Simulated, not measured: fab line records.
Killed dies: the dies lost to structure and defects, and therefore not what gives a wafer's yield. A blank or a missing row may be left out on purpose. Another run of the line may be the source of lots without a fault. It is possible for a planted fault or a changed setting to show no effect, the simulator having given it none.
Which tool is to blame?	flow nand-harc	12 lots with 36 wafers sampled at 6 steps, on a route of 1302 steps

## WHAT EACH GAUGE READ, for each wafer
NHARC_A_SGD_CUT_OVL_MEAS_10. Usual: overlay-x-nm -0.2 nm, standard deviation 1; overlay-y-nm -0.1 nm, standard deviation 0.96.
lot	measured	on	overlay-x-nm (nm)	overlay-y-nm (nm)	flag
L649	day 20 04:16	overlay-01	-2.1 -1.8 -1.6	1.1 1.8 0.9	
L650	day 20 10:00	overlay-01	-2.2 -1.8 -2.0	-0.7 -0.2 -0.6	
L652	day 20 16:40	overlay-01	0.8 0.6 0.5	-0.2 0.3 -0.7	
L655	day 21 20:43	overlay-01	0.8 0.2 0.6	0.0 -0.4 0.6	
L656	day 22 13:43	overlay-02	-0.6 -0.1 -0.4	1.3 0.7 0.6	
L658	day 23 09:45	overlay-01	0.7 0.1 0.1	-2.0 -1.2 -0.7	
L665	day 26 02:17	overlay-02	1.9 1.8 2.0	-0.8 -0.8 -0.8	
L666	day 26 02:44	overlay-01	0.8 0.9 0.3	-1.4 -1.6 -1.7	
L667	day 27 07:01	overlay-02	0.2 -0.5 -0.7	-0.1 0.1 -0.3	
L668	day 27 13:18	overlay-01	0.1 -0.2 -0.1	-2.0 -2.0 -2.1	
L669	day 28 10:47	overlay-02	-0.7 0.0 0.2	0.6 0.9 0.8	
L671	day 28 17:04	overlay-01	-1.1 -0.8 -1.7	1.5 2.0 1.5	

NHARC_A_SGD_CUT_INSPECT_11. Usual: raw-defect-count at 52, with a standard deviation of 31.
lot	measured	on	raw-defect-count	flag
L649	day 20 04:18	defect-inspect-01	49 67 65	
L650	day 20 10:02	defect-inspect-02	111 126 118	
L652	day 20 16:42	defect-inspect-02	98 109 111	
L655	day 21 20:46	defect-inspect-01	77 65 74	
L656	day 22 13:46	defect-inspect-02	28 28 33	
L658	day 23 09:47	defect-inspect-01	28 30 40	
L665	day 26 02:20	defect-inspect-01	46 53 48	
L666	day 26 02:46	defect-inspect-01	67 60 63	
L667	day 27 07:04	defect-inspect-01	56 60 53	
L668	day 27 13:20	defect-inspect-01	23 21 18	
L669	day 28 10:49	defect-inspect-02	6 6 5	
L671	day 28 17:07	defect-inspect-02	36 27 26	

NHARC_A_SLIT_CD_MEAS_09 targets a cd of 300 nm. Usual: cd-nm at 299.6 nm, with a standard deviation of 1.
lot	measured	on	cd-nm (nm)	flag
L649	day 20 16:13	cd-sem-01	298.7 299.0 298.4	
L650	day 20 23:07	cd-sem-03	300.6 300.9 301.4	
L652	day 21 06:38	cd-sem-02	299.3 300.5 300.4	
L655	day 22 10:44	cd-sem-01	300.7 299.6 300.8	
L656	day 23 02:51	cd-sem-01	300.0 299.7 299.7	
L658	day 23 21:47	cd-sem-01	298.8 298.2 298.2	
L665	day 26 15:57	cd-sem-03	298.7 299.4 299.6	
L666	day 26 16:42	cd-sem-03	300.0 300.7 300.5	
L667	day 27 19:05	cd-sem-02	300.6 300.8 300.8	
L668	day 28 04:14	cd-sem-01	299.1 298.5 298.9	
L669	day 28 23:33	cd-sem-01	300.2 299.8 300.6	
L671	day 29 12:18	cd-sem-03	298.9 299.6 299.4	

NHARC_A_SIN_REMOVE_INSPECT_04. Usual: raw-defect-count at 383, with a standard deviation of 96.
lot	measured	on	raw-defect-count	flag
L649	day 21 05:22	defect-inspect-01	351 354 338	
L650	day 21 12:06	defect-inspect-02	286 325 315	
L652	day 21 19:46	defect-inspect-02	413 297 372	
L655	day 22 23:46	defect-inspect-01	1267 1257 1402	OFF
L656	day 23 15:54	defect-inspect-01	1249 1256 1319	OFF
L658	day 24 10:49	defect-inspect-02	452 413 524	
L665	day 27 05:05	defect-inspect-01	339 376 315	
L666	day 27 05:05	defect-inspect-02	543 490 423	
L667	day 28 08:14	defect-inspect-02	350 297 344	
L668	day 28 19:32	defect-inspect-01	544 436 480	
L669	day 29 12:40	defect-inspect-02	345 238 225	
L671	day 30 02:40	defect-inspect-01	293 279 276	

NHARC_END_SORT_01. Usual: killed-at-array 52, standard deviation 16; killed-at-other 0.8, standard deviation 0.98; killed-at-periphery 4.2, standard deviation 2.9; killed-dies 57, standard deviation 16; killed-open 3.3, standard deviation 1.9; killed-short 2.5, standard deviation 1.5.
lot	measured	on	killed-at-array	killed-at-other	killed-at-periphery	killed-dies	killed-open	killed-short	flag
L655	day 27 01:32	prober-01	158 145 158	0 0 1	2 2 1	160 147 160	3 3 5	3 2 0	OFF
L656	day 27 16:05	prober-01	139 152 116	0 2 1	8 4 11	147 158 128	5 2 6	2 2 2	OFF

## WHAT TOOL EACH LOT RAN ON (gives the tool, then ch and the chambers of the sampled wafers, and finally the start)
lot	NHARC_A_SLIT_STRIP_18
L649	rie-diel-02 ch 1,2,3, day 20 22:18
L650	rie-diel-02 ch 0,2, day 21 05:07
L652	rie-diel-12 ch 0,1,3, day 21 12:43
L655	rie-diel-12 ch 0,1, day 22 16:44
L656	rie-diel-12 ch 0,1, day 23 08:53
L658	rie-diel-03 ch 0,1,2, day 24 03:47
L665	rie-diel-02 ch 0,2,3, day 26 22:04
L666	rie-diel-03 ch 0,1, day 26 22:50
L667	rie-diel-12 ch 1,2,3, day 28 01:11
L668	rie-diel-02 ch 0,2,3, day 28 12:26
L669	rie-diel-12 ch 0,1,3, day 29 05:37
L671	rie-diel-02 ch 1,2,3, day 29 19:38
- NHARC_A_SLIT_STRIP_18: strips in O2.

## AS READ BY THE TOOLS THEMSELVES (means over the sampled wafers that have a number; for cases with no such wafer, the mark the record gives instead)
NHARC_A_SLIT_STRIP_18. Usual: drypump-motor-current-A 5.6 A, standard deviation 0.56; o2-flow-sccm 500.1 sccm, standard deviation 1.5; oes-product-au 1.000 a.u., standard deviation 0.012; rf-vpp-V 57.7 V, standard deviation 0.86; showerhead-plenum-p-Torr 3.48 Torr, standard deviation 0.15; throttle-valve-pct 17.037 %, standard deviation 0.009.
lot	tool	drypump-motor-current-A (A)	o2-flow-sccm (sccm)	oes-product-au (a.u.)	rf-vpp-V (V)	showerhead-plenum-p-Torr (Torr)	throttle-valve-pct (%)	flag
L649	rie-diel-02	5.1	500.1	0.988	56.3	3.38	17.035	
L650	rie-diel-02	5.8	500.8	1.002	57.1	3.56	17.037	
L652	rie-diel-12	6.1	501.9	1.003	58.2	3.54	17.033	
L655	rie-diel-12	6.1	500.8	0.993	58.1	3.50	17.034	
L656	rie-diel-12	6.3	500.0	0.998	58.3	3.60	17.030	
L658	rie-diel-03	5.7	498.3	1.006	58.1	3.41	17.037	
L665	rie-diel-02	5.5	498.7	1.001	56.9	3.52	17.043	
L666	rie-diel-03	5.4	500.9	0.995	57.4	3.40	17.046	
L667	rie-diel-12	5.9	500.0	0.990	59.0	3.55	17.033	
L668	rie-diel-02	5.5	499.7	1.003	57.2	3.52	17.032	
L669	rie-diel-12	6.1	501.1	0.993	58.2	3.54	17.038	
L671	rie-diel-02	5.1	501.1	1.000	58.2	3.38	17.041	

## THE ANSWER, worked out from the rows above alone
Rule: a lot counts as off when the mean over its wafers that have a number is more than 3 standard deviations away from the usual mean. A lot without any number at a reading at which 4 lots or more have one is off too. The other lots that the step has rows for count as sound. First the gauges in route order, then the tools' own readings, where a lot's mean is used as printed above. At the first step where some lot is off, the reading lying furthest off is the one used; lots without a number count as furthest.
Off, at NHARC_A_SIN_REMOVE_INSPECT_04 on raw-defect-count: L655, L656.
If a tool, at a process step before that reading, ran all the lots that are off and no sound lot after the first of them, it fits. Not tried: the gauges at NHARC_A_SIN_REMOVE_INSPECT_04; whatever is off there is also off at NHARC_END_SORT_01, on other tools, and gauge error can't account for it. Not one of the candidates tried fits.

## WHAT THE SIMULATOR PUT IN
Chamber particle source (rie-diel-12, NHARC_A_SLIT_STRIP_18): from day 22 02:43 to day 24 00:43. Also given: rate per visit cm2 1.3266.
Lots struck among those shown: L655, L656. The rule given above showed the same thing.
